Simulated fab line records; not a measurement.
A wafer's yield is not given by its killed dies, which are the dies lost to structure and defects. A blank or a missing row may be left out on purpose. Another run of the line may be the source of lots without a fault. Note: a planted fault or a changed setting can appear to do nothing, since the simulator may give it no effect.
Which tool is to blame?    flow nandHarc    13 lots (39 wafers sampled), 1 step of a 1302-step route

## WHAT THE GAUGES READ, wafer by wafer
NHARC_A_SGD_CUT_OVL_MEAS_10.
lot   measured      on          overlayXNm (nm)  overlayYNm (nm)
L785  day 18 17:54  overlay-02  -0.9 -0.8 -0.5   1.0 2.1 1.3
L786  day 19 15:07  overlay-01  0.7 0.7 0.8      -0.8 -0.6 -1.1
L789  day 20 17:10  overlay-01  -0.2 -0.8 -0.4   0.3 0.8 0.9
L788  day 20 18:22  overlay-01  1.5 1.5 1.0      0.4 0.2 -0.1
L790  day 21 05:55  overlay-01  0.7 1.3 1.1      0.2 1.0 1.0
L792  day 21 19:28  overlay-01  -0.3 0.2 0.4     -0.6 -0.3 -0.1
L793  day 22 14:43  overlay-01  -0.9 -0.8 -0.5   0.2 0.2 -0.1
L798  day 24 15:49  overlay-01  0.4 0.2 0.2      1.1 1.0 1.4
L800  day 25 09:49  overlay-01  -0.1 -0.7 -0.3   1.0 1.1 0.3
L804  day 27 11:49  overlay-01  -0.5 -0.8 -0.6   0.0 -0.1 -0.1
L806  day 28 04:29  overlay-02  0.7 0.2 0.8      0.1 0.0 0.6
L807  day 28 14:04  overlay-02  1.0 0.3 0.5      -0.7 0.4 0.1
L808  day 29 17:28  overlay-02  -1.2 -1.3 -0.5   2.1 2.1 1.7

## WHAT TOOL EACH LOT RAN ON (gives the tool, then ch and the chambers of the sampled wafers, and finally the start)
Before these readings, the record contains no process step.

## WHAT THE TOOLS THEMSELVES READ (means of the sampled wafers that have a number; where no wafer has one, the mark that the record gives instead)
The record holds no such reading with a usual standard deviation.

## THE ANSWER, worked out from the rows above alone
Rule: the usual values come from the lots themselves. The widest of any qualifying gaps counts: lots, ordered by their means at a reading, are off when they make up no more than a third of the lots, leave a main group of 4 or more, and stand apart from it by 3 or more times the standard deviation of that group's means. A main group whose means are all the same, to the digits that the tables above print for the reading, isn't used. Also off: a lot with no number at a reading for which 4 or more lots have one. All remaining lots with rows at the step are treated as sound. The gauges are gone through in route order, then the tools' own readings, and for those a lot's mean is taken as printed above. The first step at which some lot is off is used, and at that step the reading that is off furthest; a lot without a number counts as furthest.
No lot is off at any reading shown: from this, nothing can be told.

## WHAT THE SIMULATOR PUT IN
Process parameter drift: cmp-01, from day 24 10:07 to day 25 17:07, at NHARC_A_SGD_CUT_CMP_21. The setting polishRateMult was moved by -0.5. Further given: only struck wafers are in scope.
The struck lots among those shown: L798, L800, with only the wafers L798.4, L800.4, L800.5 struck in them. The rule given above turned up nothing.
